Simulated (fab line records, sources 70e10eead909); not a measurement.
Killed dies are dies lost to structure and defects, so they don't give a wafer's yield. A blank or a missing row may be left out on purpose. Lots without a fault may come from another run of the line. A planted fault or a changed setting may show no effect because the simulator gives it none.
fab line records | flow nand_harc
record lots=12 wafers=36 last_day=25
route steps=1159 shown THIN_TSV@1120 END@1159
lots that met no fault: from a run of the same line without faults
start_h: hours from the record's first day to the start of the lot's first wafer shown | wait_h: hours since the lot's step before | " the same as in the row above | L1.1+2: a row that stands for several wafers | - no value, or no start given | * or withheld: withheld | < > ~ a bound
route shown NAME@n: a module of which the file shows steps, and the number in the route of the first | usual: mean/standard deviation of fault-free wafers | same: alike in all rows | chamber/n: place in a boat | sites: the reading at each site | _std_site: their standard deviation | _edge_site: outer sites' mean less inner sites' | radius_mm: how far each site lies from the wafer's centre | mask NAME#n: copy n | behind: the tool/chamber that last shaped the wafer | hold: why the lot was held/for how many hours/how that ended | device: the transistor (n, p or np) that didn't switch | end of line: the same wafers' tests at the end of the route | a step without rows: its recipe alone | killed: dies lost to structure and defects at the first sort, not the wafer's yield | map: a wafer's dies, x killed, . not, _ none there
set.NAME: the setting as run; set.NAME@STEP: as run at that earlier step | model.NAME: the simulator's own value behind a step, which no gauge read
steps of the route over a sample of lots; a table a step, a row a wafer
services: from which hour (start_h, from the record's first day; less than 0 if before it) a tool's chamber was out of use, for how many hours, and why
## steps
# step NHARC_THIN_TSV_ETCH_15
# recipe target_depth_a=30000 bosch_target_overetch_cycles=2 bosch_etch_step_s=2.8 bosch_dep_step_s=1.2 bosch_cycles=14
# usual drypump_motor_current_A=5.6/0.4
# same bosch_etch_step_s=2.8
# columns lot.wafer tool chamber start_h wait_h drypump_motor_current_A rf_hours_counter_h
L908.1 rie_si-06 0 432.49 - 5.6 0.6
L908.2 " 2 " " 5.1 0.6
L908.5 " 3 " " 5.9 -
L909.4 rie_si-04 3 433.82 - 6.4 1.6
L909.2 " 0 " " 5.5 1.4
L909.1 " 1 " " 6.4 1.3
L913.1 rie_si-02 3 438.29 - 5.5 0.4
L913.4 " 0 " " 6.0 0.4
L913.6 " 2 " " 5.3 -
L911.3 rie_si-06 0 439.49 - 5.6 0.7
L911.1 " 2 " " 5.1 0.8
L911.6 " 3 " " 5.9 -
L912.3 rie_si-06 3 458.51 - 5.8 1.0
L912.4 " 0 " " 5.6 -
L912.5 " 2 " " 5.1 -
L915.2 rie_si-04 2 470.60 - 5.7 0.0
L915.4 " 3 " " 6.4 0.1
L915.3 " 0 " " 5.5 0.1
L922.3 rie_si-06 0 492.90 - 5.6 1.3
L922.5 " 3 " " 5.8 -
L922.6 " 0 " " 5.6 -
L921.1 rie_si-06 0 497.24 - 5.6 1.5
L921.3 " 2 " " 5.1 1.5
L921.5 " 2 " " 5.1 -
L924.2 rie_si-02 3 532.68 - 5.4 1.1
L924.1 " 0 " " 6.0 1.1
L924.6 " 2 " " 5.3 -
L927.4 rie_si-02 0 533.87 - 6.0 1.1
L927.5 " 3 " " 5.4 -
L927.6 " 0 " " 6.0 -
L930.3 rie_si-04 1 567.93 - 6.5 1.0
L930.6 " 3 " " 6.3 -
L930.5 " 0 " " 5.5 -
L931.1 rie_si-04 0 570.43 - 5.5 1.1
L931.6 " 3 " " 6.4 -
L931.5 " 0 " " 5.5 -
# step NHARC_THIN_TSV_PRE_CLEAN_50
# recipe time_s=30 temp_c=280 gas=H2/He
# usual heater_power_w=416/40
# columns lot.wafer tool chamber start_h wait_h heater_power_w
L908.1 pvd_sputter-02 - - - 408
L908.2 " - " " 446
L908.5 " - " " 409
L909.4 pvd_sputter-02 - - - 410
L909.2 " - " " 456
L909.1 " - " " 438
L913.4 pvd_sputter-02 - - - 414
L913.1 " - " " 405
L913.6 " - " " 455
L911.3 pvd_sputter-01 - - - 490
L911.1 " - " " 375
L911.6 " - " " 365
L912.4 pvd_sputter-01 - - - 363
L912.3 " - " " 363
L912.5 " - " " 379
L915.2 pvd_sputter-03 - - - 389
L915.3 " - " " 444
L915.4 " - " " 405
L922.3 pvd_sputter-01 - - - 372
L922.6 " - " " 355
L922.5 " - " " 380
L921.1 pvd_sputter-02 - - - 456
L921.3 " - " " 428
L921.5 " - " " 415
L924.2 pvd_sputter-01 - - - 379
L924.1 " - " " 354
L924.6 " - " " 387
L927.4 pvd_sputter-02 - - - 420
L927.5 " - " " 435
L927.6 " - " " 446
L930.3 pvd_sputter-03 - - - 387
L930.6 " - " " 473
L930.5 " - " " 449
L931.1 pvd_sputter-01 - - - 390
L931.6 " - " " 391
L931.5 " - " " 356
# step NHARC_THIN_TSV_PRE_CLEAN_54
# recipe time_s=30 temp_c=280 gas=H2/He
# usual heater_power_w=415/40
# columns lot.wafer tool chamber start_h wait_h heater_power_w
L908.2 pvd_sputter-03 - 436.56 0.1 398
L908.1 " - " " 436
L908.5 " - " " 415
L909.1 pvd_sputter-02 - 437.85 0.0 421
L909.4 " - " " 448
L909.2 " - " " 411
L913.4 pvd_sputter-02 - 442.38 0.0 455
L913.1 " - " " 413
L913.6 " - " " 462
L911.3 pvd_sputter-01 - 443.67 0.1 383
L911.1 " - " " 488
L911.6 " - " " 380
L912.3 pvd_sputter-02 - 463.00 0.1 420
L912.4 " - " " 435
L912.5 " - " " 416
L915.2 pvd_sputter-03 - 474.67 0.1 383
L915.4 " - " " 444
L915.3 " - " " 416
L922.3 pvd_sputter-01 - 497.28 0.1 489
L922.6 " - " " 379
L922.5 " - " " 365
L921.1 pvd_sputter-01 - 501.59 0.0 361
L921.3 " - " " 370
L921.5 " - " " 376
L924.2 pvd_sputter-01 - 536.73 0.0 487
L924.1 " - " " 383
L924.6 " - " " 364
L927.4 pvd_sputter-02 - 537.95 0.1 437
L927.6 " - " " 408
L927.5 " - " " 420
L930.3 pvd_sputter-03 - 572.44 0.0 387
L930.5 " - " " 386
L930.6 " - " " 472
L931.1 pvd_sputter-01 - 574.73 0.1 353
L931.5 " - " " 383
L931.6 " - " " 368
# step NHARC_THIN_TSV_ETCH_59
# recipe target_depth_a=8800 icp_w=900 bias_w=100 Cl2_flow_sccm=60 bcl3_flow_sccm=30 time_s=138.1 chemistry=Cl2/BCl3
# usual chamber_pressure_mTorr=10.002/0.0076 drypump_motor_current_A=5.4/0.3 oes_product_au=1.007/0.011 run_length_s=159.4/0.48 throttle_valve_pct=22.266/0.0085
# columns lot.wafer tool chamber start_h wait_h chamber_pressure_mTorr drypump_motor_current_A oes_product_au rf_hours_counter_h run_length_s throttle_valve_pct
L908.1 rie_metal-03 0 437.92 0.1 10.001 4.9 1.007 4.1 159.7 22.279
L908.2 " 1 " " 9.998 5.6 1.026 4.1 160.0 22.257
L908.5 " 1 " " 9.994 5.6 1.029 - 160.0 22.287
L909.2 rie_metal-01 0 439.20 0.1 9.998 5.7 0.993 3.1 158.9 22.275
L909.1 " 1 " " 10.011 5.5 0.993 3.1 159.2 22.263
L909.4 " 1 " " 10.001 5.5 0.992 - 159.0 22.258
L913.1 rie_metal-02 0 443.60 0.1 10.002 5.5 1.003 1.1 159.2 22.279
L913.4 " 1 " " 10.012 5.8 1.003 - 159.4 22.272
L913.6 " 0 " " 10.004 5.5 0.997 - 159.2 22.280
L911.1 rie_metal-01 1 445.01 0.1 10.017 5.5 0.994 3.5 158.9 22.271
L911.3 " 0 " " 10.008 5.6 0.991 - 158.8 22.260
L911.6 " 1 " " 10.001 5.5 0.994 - 159.0 22.254
L912.4 rie_metal-03 0 464.42 0.2 10.005 4.9 1.025 - 159.9 22.275
L912.3 " 1 " " 10.002 5.6 1.033 - 160.3 22.276
L912.5 " 0 " " 10.016 4.9 1.031 - 159.7 22.269
L915.2 rie_metal-03 0 476.07 0.1 10.009 4.9 1.014 0.2 159.7 22.270
L915.3 " 1 " " 10.000 5.6 1.017 - 159.9 22.256
L915.4 " 0 " " 10.009 4.9 1.019 - 159.8 22.268
L922.3 rie_metal-03 1 498.70 0.1 10.002 5.6 1.005 - 160.3 22.263
L922.6 " 1 " " 10.003 5.6 1.010 - 160.3 22.288
L922.5 " 0 " " 10.009 4.8 1.021 - 96.8 22.257
L921.1 rie_metal-01 1 502.95 0.1 10.003 5.5 0.993 5.2 158.8 22.270
L921.3 " 0 " " 9.999 5.6 1.002 - 158.8 22.262
L921.5 " 1 " " 10.001 5.5 0.996 - 159.1 22.266
L924.1 rie_metal-03 0 537.96 0.1 10.001 4.9 1.014 2.3 96.5 22.254
L924.2 " 1 " " 9.991 5.6 1.006 2.2 159.9 22.267
L924.6 " 0 " " 9.990 4.9 1.018 - 96.6 22.268
L927.4 rie_metal-02 0 539.40 0.2 10.005 5.5 1.006 - 159.0 22.269
L927.5 " 1 " " 9.999 5.8 1.010 - 159.3 22.273
L927.6 " 0 " " 9.991 5.5 1.009 - 159.2 22.264
L930.3 rie_metal-01 1 573.88 0.2 10.000 5.5 1.001 - 159.0 22.271
L930.6 " 1 " " 9.997 5.5 1.014 - 159.0 22.281
L930.5 " 0 " " 9.992 5.6 1.003 - 159.0 22.247
L931.1 rie_metal-01 0 575.97 0.1 9.994 5.6 1.004 1.2 158.9 22.258
L931.6 " 1 " " 10.003 5.5 1.015 - 159.0 22.261
L931.5 " 0 " " 9.996 5.6 1.011 - 159.4 22.256
# step NHARC_END_SORT_01
# recipe temp_c=25
# usual defect_limited_yield=95.3/1.3 killed_at_array=28/8.6 killed_at_other=0.7/1.2 killed_at_periphery=3.1/2.3 killed_dies=32/8.7 killed_open=3.2/1.7 killed_short=2.0/1.5 sort_bin_2_pct=1.5/0.58 sort_bin_3_pct=0.28/0.22 sort_bin_4_pct=3.0/0.86 sort_n_pass=645/8.7 sort_rim_yield_pct=97.8/1.4 sort_yield_pct=95.3/1.3
# same gross_dies=677 sort_bin_5_pct[%]=0 sort_bin_6_pct[%]=0 sort_bin_7_pct[%]=0 sort_bin_8_pct[%]=0 sort_rim_n_gross=106.00
# columns lot.wafer tool chamber start_h wait_h defect_limited_yield[%] killed_at_array killed_at_other killed_at_periphery killed_dies killed_open killed_short sort_bin_2_pct[%] sort_bin_3_pct[%] sort_bin_4_pct[%] sort_n_pass sort_rim_yield_pct[%] sort_yield_pct[%]
L913.1 prober-01 0 459.90 2.5 95.4 27 0 4 31 6 1 1.6 0.15 2.8 646 97.2 95.4
L913.4 prober-01 0 462.30 3.4 96.6 16 1 6 23 6 0 1.3 0.15 1.9 654 99.1 96.6
L913.6 prober-01 0 463.90 4.0 96.0 21 2 4 27 3 2 0.7 0.30 3.0 650 99.1 96.0
L912.3 prober-01 0 474.37 3.1 95.6 27 0 3 30 4 7 0.6 0.30 3.5 647 96.2 95.6
L912.4 prober-01 0 475.18 3.4 92.9 42 2 4 48 3 4 2.5 0.15 4.4 629 94.3 92.9
L912.5 prober-01 0 476.00 3.7 95.4 24 3 4 31 4 2 1.9 0.30 2.4 646 94.3 95.4
L922.3 prober-02 0 508.87 3.1 96.5 21 1 2 24 5 2 0.9 0 2.7 653 99.1 96.5
L922.5 prober-02 0 510.47 3.7 0 28 647 2 677 1 3 1.5 95.57 3.0 0 0 0
L922.6 prober-02 0 511.26 4.0 95.9 25 1 2 28 5 3 1.3 0.15 2.7 649 97.2 95.9
L924.1 prober-01 0 549.15 2.5 0 46 628 3 677 2 1 2.8 92.76 4.4 0 0 0
L924.2 prober-01 0 549.95 2.8 92.6 44 0 6 50 2 0 2.5 0.89 4.0 627 99.1 92.6
L924.6 prober-01 0 553.14 4.0 0 41 629 7 677 4 0 2.2 93.21 4.6 0 0 0
L930.3 prober-01 0 591.85 3.1 95.7 23 0 6 29 2 5 1.8 0.15 2.4 648 98.1 95.7
L930.5 prober-01 0 593.47 3.8 96.6 18 0 5 23 1 0 0.7 0.30 2.4 654 98.1 96.6
L930.6 prober-01 0 594.28 4.1 95.0 26 0 8 34 2 0 1.8 0.59 2.7 643 97.2 95.0
# killed by level:class
L913.1 A_SLIT:chamber_film_flake=14 A_CONTACT:geometric_particle:open=3 A_STAIRCASE:chamber_film_flake=2 A_WL_FILL:chamber_film_flake=2 P_M0:geometric_particle:open=1 A_ONON_D1:geometric_particle:open=1 A_ONON_D1:geometric_particle:short=1 A_CHANNEL_FILL_D1:geometric_particle:open=1
L913.4 A_SLIT:chamber_film_flake=12 P_M0:geometric_particle:open=4 A_ONON_D1:geometric_particle:open=1 A_STAIRCASE:geometric_particle:open=1 P_ZERO_WELL:chamber_film_flake=1 P_BONDPAD:chamber_film_flake=1 A_CHANNEL_HOLE_D1:chamber_film_flake=1 A_CONTACT:chamber_film_flake=1
L913.6 A_SLIT:chamber_film_flake=12 A_CHANNEL_HOLE_D1:chamber_film_flake=6 THIN_TSV:chamber_film_flake=2 P_STI:geometric_particle:open=1 P_CONTACT:geometric_particle:open=1 P_CONTACT:geometric_particle:short=1 A_CHANNEL_FILL_D1:geometric_particle:open=1 A_CONTACT:geometric_particle:short=1
L912.3 A_SLIT:chamber_film_flake=6 A_CHANNEL_HOLE_D1:chamber_film_flake=4 A_M1:chamber_film_flake=3 A_SOURCE_PLATE:geometric_particle:short=2 A_BLC:geometric_particle:open=2 A_CONTACT:chamber_film_flake=2 P_GATE:geometric_particle:open=1 P_M0:geometric_particle:short=1
L912.4 A_SLIT:chamber_film_flake=17 P_GATE:chamber_film_flake=4 A_CHANNEL_HOLE_D1:chamber_film_flake=4 A_M1:chamber_film_flake=4 A_STAIRCASE:chamber_film_flake=3 A_M0:chamber_film_flake=3 A_CHANNEL_FILL_D1:geometric_particle:short=2 A_CONTACT:geometric_particle:open=2
L912.5 A_SLIT:chamber_film_flake=10 P_GATE:chamber_film_flake=3 THIN_TSV:chamber_film_flake=3 A_CHANNEL_HOLE_D1:chamber_film_flake=2 A_STAIRCASE:chamber_film_flake=2 A_M0:chamber_film_flake=2 A_M1:chamber_film_flake=2 P_GATE:geometric_particle:open=1
L922.3 A_CHANNEL_HOLE_D1:chamber_film_flake=14 A_CONTACT:chamber_film_flake=2 P_ZERO_WELL:geometric_particle:short=1 P_CONTACT:geometric_particle:open=1 A_CHANNEL_HOLE_D1:geometric_particle:open=1 A_WL_FILL:geometric_particle:short=1 A_CONTACT:geometric_particle:open=1 A_BLC:geometric_particle:open=1
L922.5 THIN_TSV:area_etch=646 A_CHANNEL_HOLE_D1:chamber_film_flake=20 A_CONTACT:chamber_film_flake=4 P_CONTACT:geometric_particle:short=1 A_SGD_CUT:geometric_particle:open=1 A_WL_FILL:geometric_particle:short=1 P_STI:chamber_film_flake=1 STARTING-WAFER:geometric_particle:short=1
L922.6 A_CHANNEL_HOLE_D1:chamber_film_flake=16 A_CHANNEL_FILL_D1:geometric_particle:open=2 A_CHANNEL_FILL_D1:geometric_particle:short=2 A_M0:geometric_particle:open=2 A_CONTACT:chamber_film_flake=2 P_GATE:geometric_particle:short=1 A_ONON_D1:geometric_particle:open=1 P_ZERO_WELL:chamber_film_flake=1
L924.1 THIN_TSV:area_etch=628 A_CHANNEL_HOLE_D1:chamber_film_flake=23 A_SLIT:chamber_film_flake=10 A_CONTACT:chamber_film_flake=5 P_ZERO_WELL:chamber_film_flake=3 A_BONDPAD:chamber_film_flake=3 A_STAIRCASE:chamber_film_flake=2 A_ONON_D1:geometric_particle:open=1
L924.2 A_CHANNEL_HOLE_D1:chamber_film_flake=16 A_SLIT:chamber_film_flake=13 A_CONTACT:chamber_film_flake=10 P_ZERO_WELL:chamber_film_flake=5 A_STAIRCASE:chamber_film_flake=2 A_WL_FILL:chamber_film_flake=2 P_M0:geometric_particle:open=1 A_ONON_D1:geometric_particle:open=1
L924.6 THIN_TSV:area_etch=629 A_CHANNEL_HOLE_D1:chamber_film_flake=17 A_SLIT:chamber_film_flake=10 A_CONTACT:chamber_film_flake=9 P_ZERO_WELL:chamber_film_flake=3 P_M2:chamber_film_flake=2 P_GATE:geometric_particle:open=1 A_BLC:geometric_particle:open=1
L930.3 A_CHANNEL_HOLE_D1:chamber_film_flake=12 A_CONTACT:chamber_film_flake=3 P_M0:chamber_film_flake=2 P_BONDPAD:chamber_film_flake=2 A_STAIRCASE:chamber_film_flake=2 P_CONTACT:geometric_particle:short=1 A_SOURCE_PLATE:geometric_particle:short=1 A_ONON_D1:geometric_particle:short=1
L930.5 A_CHANNEL_HOLE_D1:chamber_film_flake=7 A_SLIT:chamber_film_flake=5 A_CONTACT:chamber_film_flake=4 P_BONDPAD:geometric_particle:open=1 P_STI:chamber_film_flake=1 P_GATE:chamber_film_flake=1 P_M0:chamber_film_flake=1 P_M2:chamber_film_flake=1
L930.6 A_CHANNEL_HOLE_D1:chamber_film_flake=17 P_M0:chamber_film_flake=4 A_SLIT:chamber_film_flake=4 A_STAIRCASE:chamber_film_flake=2 A_CONTACT:chamber_film_flake=2 P_CONTACT:geometric_particle:open=1 P_M0:geometric_particle:open=1 P_ZERO_WELL:chamber_film_flake=1
## services
# columns tool chamber start_h hours kind
pvd_sputter-01 - 415.18 3.1 repair
rie_si-04 2 424.65 4.6 repair
rie_si-06 1 425.59 78.8 repair
pvd_sputter-03 - 426.72 1.4 repair
rie_metal-03 - 453.00 9.0 pm
rie_metal-03 0 453.00 9.0 vent_cycle
rie_metal-03 1 453.00 9.0 vent_cycle
rie_si-04 - 453.00 9.0 pm
pvd_sputter-03 - 458.03 10.0 pm
rie_metal-03 0 462.00 - clean
rie_metal-03 1 462.00 - clean
rie_si-02 1 473.13 9.3 repair
rie_si-04 3 476.67 3.8 repair
pvd_sputter-03 - 489.15 2.4 repair
rie_metal-01 - 509.00 9.0 pm
rie_metal-01 0 509.00 9.0 vent_cycle
rie_metal-03 1 512.42 14.8 repair
pvd_sputter-01 - 514.09 10.0 pm
rie_si-04 2 526.32 1.1 repair
rie_si-06 - 537.00 9.0 pm
pvd_sputter-01 - 551.68 9.0 repair
rie_metal-02 - 565.00 9.0 pm
rie_si-02 - 565.04 9.0 pm
pvd_sputter-02 - 570.00 10.0 pm
## key
first_sign step=NHARC_THIN_TSV_ETCH_59 reading=run_length_s direction=down sigmas=99+ usual=* struck=*
effect step=NHARC_END_SORT_01 reading=killed_at_other direction=up sigmas=99+ usual=0.7 struck=634.7
more_kills_born_at NHARC_THIN_TSV_ETCH_59@rie_metal-03=1903
met_at NHARC_THIN_TSV_ETCH_59
struck_lots L922,L924
struck_wafers L922.5,L924.1,L924.6
later_rows_left_out L922.5,L924.1,L924.6
not_acting_at NHARC_THIN_TSV_ETCH_15,NHARC_THIN_TSV_PRE_CLEAN_50,NHARC_THIN_TSV_PRE_CLEAN_54
onset_between 476.07 498.70
fault kind=process_parameter_drift tool=rie_metal-03 chamber=0 onset_h=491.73 steps=NHARC_THIN_TSV_ETCH_59 channel=time_s offset=* shape=step end_h=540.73 acts_in=* stated=*
# later_rows_left_out: the simulator's readings of these wafers behind a module that went badly wrong aren't trusted and aren't shown, but for the sort
